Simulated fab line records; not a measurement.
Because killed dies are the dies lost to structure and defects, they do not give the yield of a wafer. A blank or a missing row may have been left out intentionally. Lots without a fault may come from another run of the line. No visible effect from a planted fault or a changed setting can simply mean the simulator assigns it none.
Which tool did it?	flow nandHarc	Sampling: 13 lots, 39 wafers, 5 of 1159 route steps

## WHAT THE GAUGES SHOWED, per wafer
NHARC_A_CONTACT_CD_MEAS_42: target cd 200 nm. Usual: cdNm at 200.2 nm, with a standard deviation of 0.62.
lot	measured	on	cdNm (nm)	flag
L309	day 16 22:00	cdSem-01	200.8 201.7 200.5	
L313	day 16 23:04	cdSem-01	200.1 199.5 200.0	
L314	day 17 01:38	cdSem-02	200.3 199.9 200.4	
L316	day 18 06:39	cdSem-01	200.2 199.4 200.4	
L317	day 18 07:17	cdSem-01	199.3 199.5 199.6	
L323	day 19 04:32	cdSem-03	200.4 200.4 199.6	
L325	day 19 23:25	cdSem-03	201.0 201.0 200.7	
L324	day 19 23:50	cdSem-02	200.7 200.2 200.3	
L322	day 20 06:41	cdSem-02	202.0 201.3 200.9	
L327	day 20 08:01	cdSem-02	199.2 199.5 199.7	
L328	day 20 10:38	cdSem-01	200.9 200.5 200.2	
L329	day 21 16:38	cdSem-03	199.4 200.0 199.8	
L332	day 22 05:25	cdSem-02	199.1 200.3 200.5	

NHARC_A_CONTACT_INSPECT_44. Usual: rawDefectCount at 31, with a standard deviation of 14.
lot	measured	on	rawDefectCount	flag
L309	day 16 22:07	defectInspect-02	35 29 39	
L313	day 16 23:11	defectInspect-02	24 28 33	
L314	day 17 01:46	defectInspect-01	25 18 25	
L316	day 18 06:46	defectInspect-02	11 10 10	
L317	day 18 07:25	defectInspect-02	21 17 28	
L323	day 19 04:40	defectInspect-01	27 31 25	
L325	day 19 23:32	defectInspect-01	48 40 48	
L324	day 19 23:57	defectInspect-02	11 12 10	
L322	day 20 06:48	defectInspect-02	24 37 33	
L327	day 20 08:08	defectInspect-01	48 52 61	
L328	day 20 10:46	defectInspect-02	58 61 58	
L329	day 21 16:45	defectInspect-01	41 25 31	
L332	day 22 05:32	defectInspect-02	46 31 39	

NHARC_END_SORT_01. Usual: killedAtArray 28, standard deviation 9.1; killedAtOther 0.6, standard deviation 0.87; killedAtPeriphery 3.4, standard deviation 2.7; killedDies 32, standard deviation 9; killedOpen 3.2, standard deviation 1.9; killedShort 2.0, standard deviation 1.3.
lot	measured	on	killedAtArray	killedAtOther	killedAtPeriphery	killedDies	killedOpen	killedShort	flag
L313	day 20 12:23	prober-02	28 22 33	1 2 0	1 2 6	30 26 39	4 2 4	1 1 2	
L314	day 20 19:25	prober-02	24 23 24	0 1 0	1 1 1	25 25 25	4 6 3	1 1 1	
L316	day 21 07:46	prober-02	666 674 675	1 0 0	10 3 2	677 677 677	4 3 4	1 2 2	OFF
L317	day 21 13:59	prober-02	675 672 675	1 1 1	1 4 1	677 677 677	3 4 2	1 1 4	OFF
L323	day 22 13:37	prober-02	28 29 26	1 0 0	1 5 5	30 34 31	2 3 5	1 2 2	
L325	day 23 22:34	prober-02	37 40 39	0 0 0	2 0 7	39 40 46	4 1 7	3 0 0	
L322	day 24 21:59	prober-02	29 37 35	1 2 2	7 5 5	37 44 42	8 1 2	5 4 5	
L327	day 24 12:34	prober-02	35 35 36	0 1 0	4 3 4	39 39 40	7 3 6	1 3 0	
L328	day 25 04:08	prober-02	40 54 44	2 0 0	3 4 4	45 58 48	5 5 0	0 2 3	
L329	day 25 21:22	prober-02	25 24 25	1 0 0	3 2 2	29 26 27	3 1 1	1 3 1	

## WHICH TOOL RAN EACH LOT (tool, then ch and the chambers of the sampled wafers, then the start)
lot	NHARC_A_CONTACT_DEP_29	NHARC_A_CONTACT_ETCH_49
L309	pecvd-01 ch 0,2, day 16 21:20	rieDiel-06 ch 0,2,3, no start
L313	pecvd-01 ch 1,2, day 16 22:29	rieDiel-06 ch 0,2,3, day 20 12:23 or earlier
L314	pecvd-03 ch 0,1,2, day 17 01:02	rieDiel-13 ch 0,1,3, day 20 19:25 or earlier
L316	pecvd-01 ch 0,1,2, day 18 06:07	rieDiel-06 ch 0,1, day 21 07:46 or earlier
L317	pecvd-04 ch 0,1,2, day 18 06:34	rieDiel-09 ch 0,1,2, day 21 13:59 or earlier
L323	pecvd-04 ch 0,1, day 19 03:53	rieDiel-13 ch 0,1,3, day 22 13:37 or earlier
L325	pecvd-01 ch 1,2, day 19 22:45	rieDiel-06 ch 0,2, day 23 22:34 or earlier
L324	pecvd-03 ch 1,2, day 19 23:06	rieDiel-09 ch 0,3, no start
L322	pecvd-04 ch 0,1, day 20 05:57	rieDiel-06 ch 0,3, day 24 21:59 or earlier
L327	pecvd-03 ch 0,1, day 20 07:25	rieDiel-06 ch 0,1,3, day 24 12:34 or earlier
L328	pecvd-03 ch 0,2, day 20 10:01	rieDiel-06 ch 0,1,3, day 25 04:08 or earlier
L329	pecvd-01 ch 0,1, day 21 16:05	rieDiel-09 ch 0,1,2, day 25 21:22 or earlier
L332	pecvd-03 ch 0,1, day 22 04:41	rieDiel-06 ch 2,3, no start
- NHARC_A_CONTACT_DEP_29: deposits SiON, target thk 70 nm.
- NHARC_A_CONTACT_ETCH_49: etches the open film in N2/H2, target depth 260 nm, time 475.3 s.

## AS READ BY THE TOOLS THEMSELVES (means over the sampled wafers that have a number; for cases with no such wafer, the mark the record gives instead)
NHARC_A_CONTACT_DEP_29. Usual: chamberPressureTorr 3.501 Torr, standard deviation 0.0087; heaterPowerOuterW 418 W, standard deviation 64; heaterPowerW 699 W, standard deviation 98.
lot	tool	chamberPressureTorr (Torr)	heaterPowerOuterW (W)	heaterPowerW (W)	flag
L309	pecvd-01	3.495	475	839	
L313	pecvd-01	3.505	419	677	
L314	pecvd-03	3.505	425	691	
L316	pecvd-01	-	-	-	OFF
L317	pecvd-04	-	-	-	OFF
L323	pecvd-04	3.500	469	752	
L325	pecvd-01	3.498	404	657	
L324	pecvd-03	3.511	458	747	
L322	pecvd-04	3.496	443	712	
L327	pecvd-03	3.498	400	654	
L328	pecvd-03	3.498	421	691	
L329	pecvd-01	3.494	383	692	
L332	pecvd-03	3.504	387	656	

NHARC_A_CONTACT_ETCH_49. Usual: drypumpMotorCurrentA 5.8 A, standard deviation 0.51; oesProductAu 1.000 a.u., standard deviation 0.012; rfVppV 430.5 V, standard deviation 2.5; showerheadPlenumPTorr 2.04 Torr, standard deviation 0.086; throttleValvePct 14.170 %, standard deviation 0.0088.
lot	tool	drypumpMotorCurrentA (A)	oesProductAu (a.u.)	rfVppV (V)	showerheadPlenumPTorr (Torr)	throttleValvePct (%)	flag
L309	rieDiel-06	5.7	1.003	429.3	2.02	14.171	
L313	rieDiel-06	5.7	1.006	430.5	2.02	14.183	
L314	rieDiel-13	5.9	0.993	429.7	2.01	14.168	
L316	rieDiel-06	5.6	1.010	431.2	2.03	14.171	
L317	rieDiel-09	5.7	0.996	432.9	2.09	14.176	
L323	rieDiel-13	5.8	0.993	429.3	2.01	14.171	
L325	rieDiel-06	5.5	1.001	431.9	2.08	14.174	
L324	rieDiel-09	5.4	0.987	432.3	2.10	14.164	
L322	rieDiel-06	5.4	1.001	428.3	1.94	14.171	
L327	rieDiel-06	5.7	1.014	429.7	1.99	14.179	
L328	rieDiel-06	5.8	1.015	428.7	1.99	14.170	
L329	rieDiel-09	5.8	0.993	431.7	2.09	14.172	
L332	rieDiel-06	6.0	1.000	431.8	2.08	14.168	

## THE ANSWER, worked out from the rows above alone
Rule: a lot is off if the mean of its wafers that have a number lies more than 3 standard deviations from the usual mean. Also off: a lot with no number at a reading for which 4 or more lots have one. All remaining lots with rows at the step are treated as sound. Order of review: gauges by route order, followed by the tools' own readings, for which a lot's mean as printed above is used. The first step at which some lot is off is used, and at that step the reading that is off furthest; a lot without a number counts as furthest.
Off: L316, L317, at NHARC_END_SORT_01 (killedDies). Neither off nor sound, because the step has no rows for them: L309, L324, L332.
If a tool, at a process step before that reading, ran all the lots that are off and no sound lot after the first of them, it fits. The gauges at NHARC_END_SORT_01 aren't tried: what is off there is off at NHARC_A_CONTACT_DEP_29 too, on other tools, and a gauge's error can't cause that. NHARC_A_CONTACT_ETCH_49: start missing for some lots; hours and lot order therefore follow NHARC_END_SORT_01. None of those tried fits.

## WHAT THE SIMULATOR HAD INSERTED
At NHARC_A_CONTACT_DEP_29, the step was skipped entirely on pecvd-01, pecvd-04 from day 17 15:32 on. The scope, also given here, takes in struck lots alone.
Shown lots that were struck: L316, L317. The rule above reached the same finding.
